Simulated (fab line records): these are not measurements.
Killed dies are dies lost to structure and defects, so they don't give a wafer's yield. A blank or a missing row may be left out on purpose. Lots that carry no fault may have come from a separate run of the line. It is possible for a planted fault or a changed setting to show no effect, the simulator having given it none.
A lot that was struck, set against a sound lot :: flow n5_finfet :: 17 out of 1938 route steps
Sound: the wafers L468.2, L468.3, L468.5. Struck: wafer L472.2 (L472.3, L472.5, from the same lot, were not struck and are left out); the cause is given at the end.
Per side, at each step with rows, come the tool, then ch with its chambers, and then its first start. Under that, the readings that differ: sound wafers :: struck wafers :: difference of the means :: sigmas: that difference in standard deviations of wafers without a fault.
alike: words and numbers the same on both sides, and readings whose means are apart by under 2 such deviations; not compared: readings that were withheld, readings missing a value for some wafer, numbers with overlapping values and no deviation given by the record, and bounds like >300 which may hide the same value.
Wherever a step has rows on one side only, a row that says differs or no value, or a row with sigmas, the two part there. Numbers that don't overlap but have no deviation are shown without sigmas and don't part them. A reading that every wafer of one side lacks parts them only if that side has two wafers or more.

first, 4 steps without rows for these wafers: N5_BEOL_M7_HM_STRIP_39 (strips TiN in peroxide tin strip, target depth 25 nm, time 158 s); N5_BEOL_M7_SRD_40 (time 30 s); N5_BEOL_M7_PRECLEAN_42 (cleans in residue remover, time 60 s); N5_BEOL_M7_SRD_43 (time 30 s).
N5_BEOL_M7_CD_MEAS_35: target cd 40 nm.
  sound: cd_sem-03 at day 10 02:45; struck: cd_sem-01 at day 11 14:38
  alike: cd_nm
N5_BEOL_M7_CURE_75: cures SiCOH lowk, time 120 s.
  sound on uv_cure-02 ch 2, day 10 02:50; struck on uv_cure-02 ch 1, day 11 14:46
reading: lamp_power_pct (%)
sound: 52.32 52.26 52.24
struck: 52.44
difference: +0.17
sigmas: +3

reading: wafer_temp_C_max
sound: 371.5 372.8 372.2
struck: 371.1
difference: -1.1
sigmas: -2
N5_BEOL_M7_DEGAS_44: time 60 s.
  sound: pvd_sputter-02 at day 10 03:07; struck: pvd_sputter-02 at day 11 15:18
  alike: heater_power_w
N5_BEOL_M7_PRE_CLEAN_45: time 30 s.
  sound: pvd_sputter-02 at day 10 03:09; struck: pvd_sputter-02 at day 11 15:20
  alike: heater_power_w
then, 1 step without rows for these wafers: N5_BEOL_M7_ALD_77 (deposits TaN, target thk 2 nm, pulse time 2 s, purge time 3 s).
N5_BEOL_M7_SURFACE_TREAT_79:
  sound: pvd_sputter-02 at day 10 03:33; struck: pvd_sputter-02 at day 11 15:42
  not compared: throttle_valve_pct
then, 1 step without rows for these wafers: N5_BEOL_M7_CVD_78 (deposits Co from CCTBA/H2, target thk 2 nm, time 142.3 s).
N5_BEOL_M7_SPUTTER_48: material Cu, target thk 10 nm, time 1.667 s.
  sound: pvd_sputter-03 at day 10 05:39; struck: pvd_sputter-01 at day 11 16:04
  alike: substrate_temp_c, throttle_valve_pct
N5_BEOL_M7_ECD_50: material Cu, target thk 300 nm.
  sound on ecd_cu-01 ch 0,1, day 10 05:46; struck on ecd_cu-01 ch 1, day 11 16:11
reading: model.Cu_of_BEOL_M7_ECD_50.thk_nm (nm)
sound: 298.4 301 301.4
struck: 433.8
difference: +133.5
sigmas: 
then, 1 step without rows for these wafers: N5_BEOL_M7_ANNEAL_51 (time 90 s).
N5_BEOL_M7_CMP_52: polishes, stops on SiCOH lowk, t overpolish 6.9 s, target thk 80 nm.
  sound on cmp-04 ch 2,3, day 10 06:10; struck on cmp-04 ch 3, day 11 17:02
reading: time_to_endpoint_s (s)
sound: 67.8 65.9 64.9
struck: 97.4
difference: +31.2
sigmas: +14
  alike: clearing_platen_down_force_psi, motor_current_A
N5_BEOL_M7_THK_MEAS_53: measures by xrf.
  sound: film_metro-02 at day 10 06:28; struck: film_metro-02 at day 11 17:19
  alike: M7_THK
-- the record jumps here: 3 days lie between the struck wafers' starts before and after (it left off in module BEOL_M7 and takes up again in module PASSIVATION, whose first step shown is number 1936 of the route) --
N5_PASSIVATION_PROBE_49:
  rows exist in the record for the struck wafers here (prober-01, day 15 03:10), but not for the sound ones

## WHERE THEY PART
Last at N5_PASSIVATION_PROBE_49 as far as this record goes, first at N5_BEOL_M7_CURE_75.

WHY: the cause the simulator had injected
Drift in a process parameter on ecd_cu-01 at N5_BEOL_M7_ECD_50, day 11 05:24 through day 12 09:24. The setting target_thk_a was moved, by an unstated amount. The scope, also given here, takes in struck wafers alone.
